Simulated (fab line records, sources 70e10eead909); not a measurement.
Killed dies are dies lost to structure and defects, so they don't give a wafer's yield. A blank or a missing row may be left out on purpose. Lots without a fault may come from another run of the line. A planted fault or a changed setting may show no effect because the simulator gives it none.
A struck lot beside a sound one | flow nand_harc | 15 steps out of a route of 1159
Sound: wafers L983.1, L983.2, L983.6. Struck: wafer L101.5. (L101.1, L101.4 of the same lot were not struck and are left out.) The cause comes at the end.
At each step with rows: each side's tool, then ch and its chambers, then its first start. Under that, the readings that differ: sound wafers | struck wafers | difference of the means | sigmas: that difference in standard deviations of wafers without a fault.
alike: readings whose means differ by less than 2 such deviations, and words and numbers that are the same on both sides. not compared: withheld readings, readings that some wafer has no value for, bounds like >300 that may hide the same value, and numbers for which the record gives no deviation and whose values overlap.
The two part at a step that has a row with sigmas, a row that says differs or no value, or rows on one side only. Numbers that don't overlap but have no deviation are shown without sigmas and don't part them. A reading that every wafer of one side lacks parts them only if that side has two wafers or more.

first, 4 steps without rows for these wafers: NHARC_A_CONTACT_ETCH_113 (etches the open film in C4F8/O2/Ar, time 94 s, target depth 922 nm); NHARC_A_CONTACT_ETCH_114 (etches the open film in C4F8/O2/Ar, time 94 s, target depth 922 nm); NHARC_A_CONTACT_ETCH_115 (etches the open film in C4F8/O2/Ar, time 94 s, target depth 922 nm); NHARC_A_CONTACT_ETCH_116 (etches the open film in C4F8/O2/Ar, time 94 s, target depth 922 nm).
NHARC_A_CONTACT_ETCH_117: etches the open film in C4F8/O2/Ar, time 94 s, target depth 922 nm.
  sound on har_cap_etch-01 ch 0,1, day 16 12:34; struck on har_cap_etch-03 ch 0, day 20 16:16
  not compared: rf_hours_counter_h, run_length_s
NHARC_A_CONTACT_ETCH_118: etches the open film in C4F8/O2/Ar, time 94 s, target depth 922 nm.
  sound on har_cap_etch-01 ch 0,1, day 16 12:39; struck on har_cap_etch-03 ch 0, day 20 16:22
  not compared: rf_hours_counter_h, run_length_s
then, 1 step without rows for these wafers: NHARC_A_CONTACT_ETCH_119 (etches the open film in C4F8/O2/Ar, time 94 s, target depth 922 nm).
NHARC_A_CONTACT_ETCH_120: etches the open film in C4F8/O2/Ar, time 94 s, target depth 922 nm.
  sound on har_cap_etch-01 ch 0,1, day 16 12:50; struck on har_cap_etch-03 ch 0, day 20 16:32
  not compared: rf_hours_counter_h, run_length_s
then, 2 steps without rows for these wafers: NHARC_A_CONTACT_ETCH_121 (etches the open film in C4F8/O2/Ar, time 94 s, target depth 922 nm); NHARC_A_CONTACT_ETCH_122 (etches the open film in C4F8/O2/Ar, time 95 s, target depth 930 nm).
NHARC_A_CONTACT_ETCH_123: etches the open film in C4F8/O2/Ar, time 253 s, target depth 1090 nm.
  sound on har_cap_etch-01 ch 0,1, day 16 13:07; struck on har_cap_etch-03 ch 0, day 20 16:49
  alike: run_length_s
  not compared: rf_hours_counter_h
NHARC_A_CONTACT_ETCH_90: etches the open film in CH3F/O2, target depth 40 nm, time 85.7 s.
  sound on rie_diel-12 ch 1,3, day 16 13:46; struck on rie_diel-01 ch 0, day 20 17:26
  reading                         | sound             | struck | difference | sigmas
  drypump_motor_current_A (A)     | 5.4 5.2 5.4       | 6.3    | +1.0       | +2
  rf_vpp_V (V)                    | 247.4 246.8 247.2 | 241.7  | -5.4       | -3
  showerhead_plenum_p_Torr (Torr) | 2.63 2.56 2.63    | 2.26   | -0.35      | -3
  alike: o2_flow_sccm, oes_product_au, run_length_s, throttle_valve_pct
  not compared: rf_hours_counter_h
NHARC_A_CONTACT_ETCH_96: etches the open film in C4F6/O2, target depth 20 nm, time 10 s.
  sound on rie_diel-12 ch 1,2, day 16 13:54; struck on rie_diel-01 ch 0, day 20 17:36
  reading                     | sound             | struck | difference | sigmas
  drypump_motor_current_A (A) | 4.8 5.2 4.8       | 6.4    | +1.5       | +3
  o2_flow_sccm (sccm)         | 20.03 20.14 19.92 | 20.17  | +0.14      | +2
  run_length_s (s)            | 31.7 30.8 31.3    | 27.7   | -3.6       | -9
  alike: oes_product_au, rf_vpp_V, showerhead_plenum_p_Torr, throttle_valve_pct
  not compared: rf_hours_counter_h
NHARC_A_CONTACT_CD_MEAS_53:
  sound on cd_sem-03, day 16 13:59; struck on cd_sem-01, day 20 17:40
  alike: cd_nm
-- the record jumps here: 3 days lie between the struck wafers' starts before and after (it left off in module A_CONTACT and takes up again in module END, whose first step shown is number 1159 of the route) --
NHARC_END_SORT_01:
  the record has rows for the struck wafers here (prober-02 ch 0, day 23 21:25) and none for the sound ones

WHERE THEY PART
First at NHARC_A_CONTACT_ETCH_90; last, within this record, at NHARC_END_SORT_01.

WHY: what the simulator had put in
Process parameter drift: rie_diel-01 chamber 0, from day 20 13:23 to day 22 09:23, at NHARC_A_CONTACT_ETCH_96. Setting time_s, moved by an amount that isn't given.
